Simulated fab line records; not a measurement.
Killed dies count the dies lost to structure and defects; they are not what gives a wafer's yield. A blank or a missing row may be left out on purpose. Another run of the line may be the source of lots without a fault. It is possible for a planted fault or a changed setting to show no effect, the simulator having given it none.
Chamber matching | flow nand-harc | NHARC_P_STI_DESCUM_14 on rie-diel-09: 4 sister chambers
The step chemistry O2, time 3 s. 8 wafers are shown with their chamber, then 9 later ones without.

## EACH WAFER AND ITS CHAMBER
wafer  | chamber | drypump-motor-current-A (A) | rf-vpp-V (V)
L074.4 | 3       | 5.6                         | 59.6
L076.2 | 0       | 4.9                         | 58.9
L077.2 | 0       | 4.9                         | 57.4
L078.6 | 3       | 5.7                         | 58.5
L083.6 | 1       | 6.1                         | 56.3
L084.2 | 1       | 6.1                         | 58.0
L084.3 | 2       | 6.0                         | 56.7
L084.5 | 2       | 6.0                         | 56.5

## WAFERS MISSING THEIR CHAMBER
wafer  | drypump-motor-current-A (A) | rf-vpp-V (V)
L085.2 | 6.0                         | 56.9
L085.3 | 6.1                         | 55.1
L085.5 | 6.0                         | 57.2
L091.2 | 5.0                         | 57.1
L091.4 | 5.6                         | 59.2
L091.6 | 6.1                         | 55.2
L093.1 | 6.0                         | 58.1
L093.2 | 5.0                         | 56.3
L093.6 | 6.0                         | 57.0

## WHICH CHAMBER EACH WENT THROUGH
wafer  | from the rows above     | in truth
L085.2 | 2                       | 2
L085.3 | can't be placed: 1 or 2 | 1
L085.5 | 2                       | 2
L091.2 | 0                       | 0
L091.4 | 3                       | 3
L091.6 | can't be placed: 1 or 2 | 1
L093.1 | can't be placed: 2 or 1 | 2
L093.2 | 0                       | 0
L093.6 | 2                       | 2
Correct placement for 6 of the 9. Unplaceable from these rows: 3, with the true chamber sitting among the candidates in 3. Placed wrongly: 0.
How it was worked out, from the rows above alone: a wafer's distance from a chamber is the root of the sum, over the readings, of the square of ((its reading less the chamber's mean) divided by the reading's scatter). The wafer belongs to the nearest chamber; if the next one is less than 2 further off, it can't be placed. A chamber's mean is the mean of its shown wafers. How the scatter is found: for the shown wafers, subtract from each reading the mean of its chamber, square and add these, divide the total by (wafers less chambers), then take the root.
